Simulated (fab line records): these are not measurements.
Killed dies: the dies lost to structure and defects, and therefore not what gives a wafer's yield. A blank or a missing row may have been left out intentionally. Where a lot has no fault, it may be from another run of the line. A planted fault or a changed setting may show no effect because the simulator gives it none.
Which tool was responsible? | flow n5 finfet | 11 lots with 33 wafers sampled at 4 steps, on a route of 1938 steps

== WHAT EACH GAUGE READ, for each wafer ==
N5_MIM_BOT_LITHO_OVL_MEAS_11.
lot  | measured     | on         | MIM_BOT_OVL (nm)
L566 | day 11 19:26 | overlay-02 | -3 -16 -8
L567 | day 12 10:41 | overlay-01 | -5 2 0
L571 | day 13 00:39 | overlay-01 | -11 -3 -7
L578 | day 14 18:29 | overlay-01 | -4 5 -9
L576 | day 14 20:37 | overlay-01 | 619 614 619
L577 | day 15 00:52 | overlay-01 | 620 621 623
L579 | day 15 11:50 | overlay-01 | -8 -1 -4
L582 | day 15 20:11 | overlay-02 | 2 2 -4
L583 | day 16 06:07 | overlay-01 | -8 -9 -2
L584 | day 16 11:04 | overlay-01 | -7 3 -9
L589 | day 18 09:58 | overlay-01 | -12 -6 -9

== WHAT TOOL EACH LOT RAN ON (gives the tool, then ch and the chambers of the sampled wafers, and finally the start) ==
lot  | N5_MIM_TOP_ALD_02                           | N5_MIM_TOP_ETCH_PECVD_03        | N5_MIM_BOT_LITHO_EXPOSE_05
L566 | ald hk-02 ch 0,2, day 11 18:55 or earlier   | pecvd-03 ch 1,2, day 11 18:55   | krf scanner-01 ch 0, day 11 19:14
L567 | ald hk-03 ch 0,1,3, day 12 10:10 or earlier | pecvd-01 ch 0,1, day 12 10:10   | krf scanner-02 ch 0, day 12 10:29
L571 | ald hk-03 ch 2,3, day 13 00:08 or earlier   | pecvd-02 ch 0,1, day 13 00:08   | krf scanner-02 ch 0, day 13 00:27
L578 | ald hk-01 ch 1,2,3, day 14 18:06 or earlier | pecvd-03 ch 0,1,2, day 14 18:06 | krf scanner-01 ch 0, day 14 18:17
L576 | ald hk-03 ch 1,3, day 14 20:04 or earlier   | pecvd-03 ch 1,2, day 14 20:04   | krf scanner-02 ch 0, day 14 20:24
L577 | ald hk-03 ch 0,2,3, day 15 00:28 or earlier | pecvd-01 ch 1,2, day 15 00:28   | krf scanner-02 ch 0, day 15 00:40
L579 | ald hk-01 ch 0,2, day 15 11:20 or earlier   | pecvd-03 ch 0,1, day 15 11:20   | krf scanner-01 ch 0, day 15 11:38
L582 | ald hk-02 ch 2,3, day 15 19:40 or earlier   | pecvd-03 ch 0,2, day 15 19:40   | krf scanner-01 ch 0, day 15 19:58
L583 | ald hk-03 ch 0,1,3, day 16 05:44 or earlier | pecvd-02 ch 0,1,2, day 16 05:44 | krf scanner-01 ch 0, day 16 05:55
L584 | ald hk-01 ch 0,1, day 16 10:41 or earlier   | pecvd-03 ch 0,2, day 16 10:41   | krf scanner-01 ch 0, day 16 10:52
L589 | ald hk-03 ch 0,2,3, day 18 09:34 or earlier | pecvd-01 ch 0,2, day 18 09:34   | krf scanner-01 ch 0, day 18 09:45
- N5_MIM_TOP_ALD_02: deposits Al2O3, purge time 3 s, co reactant pulse time 3 s.
- N5_MIM_TOP_ETCH_PECVD_03: deposits SiNx from SiH4/NH3/N2, target thk 20 nm, time 17.6 s.
- N5_MIM_BOT_LITHO_EXPOSE_05: exposes mask MIM BOT.

== WHAT THE TOOLS THEMSELVES READ (means of the sampled wafers that have a number; where no wafer has one, the mark that the record gives instead) ==
N5_MIM_TOP_ALD_02.
lot  | tool      | precursor pulse height rel
L566 | ald hk-02 | 1.005
L567 | ald hk-03 | 0.998
L571 | ald hk-03 | 0.982
L578 | ald hk-01 | 1.022
L576 | ald hk-03 | 0.990
L577 | ald hk-03 | 0.978
L579 | ald hk-01 | 1.028
L582 | ald hk-02 | 0.984
L583 | ald hk-03 | 0.999
L584 | ald hk-01 | 0.996
L589 | ald hk-03 | 1.001

N5_MIM_TOP_ETCH_PECVD_03.
lot  | tool     | heater power w (W) | showerhead plenum p Torr (Torr) | throttle valve pct (%)
L566 | pecvd-03 | 776                | 5.08                            | 36.4
L567 | pecvd-01 | 754                | 5.21                            | 40.9
L571 | pecvd-02 | 796                | 5.11                            | 39.9
L578 | pecvd-03 | 792                | 5.10                            | 38.6
L576 | pecvd-03 | 789                | 5.10                            | 37.6
L577 | pecvd-01 | 689                | 5.10                            | 39.1
L579 | pecvd-03 | 730                | 5.13                            | 40.0
L582 | pecvd-03 | 799                | 5.09                            | 40.1
L583 | pecvd-02 | 719                | 5.12                            | 39.3
L584 | pecvd-03 | 722                | 5.09                            | 40.1
L589 | pecvd-01 | 760                | 5.20                            | 39.7

== THE ANSWER, worked out from the rows above alone ==
Rule: what is usual is taken from the lots themselves. Put in order of their means at a reading, lots are off if they are a third of the lots or fewer, leave a main group of 4 or more, and stand apart from it by a gap of 3 or more times the standard deviation of the main group's means; of several such gaps the widest counts. The tables above print the reading to a certain number of digits; a main group whose means all agree to those digits is not used. Also off: a lot with no number at a reading for which 4 or more lots have one. All remaining lots with rows at the step are treated as sound. Order of review: gauges by route order, followed by the tools' own readings, for which a lot's mean as printed above is used. The first step at which some lot is off is used, and at that step the reading that is off furthest; a lot without a number counts as furthest.
Off: L576, L577, at N5_MIM_BOT_LITHO_OVL_MEAS_11 (MIM_BOT_OVL). Main group: mean -5 nm, sd 3.1.
If a tool, at a process step before that reading, ran all the lots that are off and no sound lot after the first of them, it fits. The gauges at N5_MIM_BOT_LITHO_OVL_MEAS_11 are tried like those tools. N5_MIM_TOP_ALD_02: start missing for some lots; hours and lot order therefore follow N5_MIM_TOP_ETCH_PECVD_03. One fits: krf scanner-02 at N5_MIM_BOT_LITHO_EXPOSE_05. Its last sound lot is L571 (day 13 00:27), its first lot that is off L576 (day 14 20:24): a fault that began between those two fits.

== WHAT WAS PUT IN BY THE SIMULATOR ==
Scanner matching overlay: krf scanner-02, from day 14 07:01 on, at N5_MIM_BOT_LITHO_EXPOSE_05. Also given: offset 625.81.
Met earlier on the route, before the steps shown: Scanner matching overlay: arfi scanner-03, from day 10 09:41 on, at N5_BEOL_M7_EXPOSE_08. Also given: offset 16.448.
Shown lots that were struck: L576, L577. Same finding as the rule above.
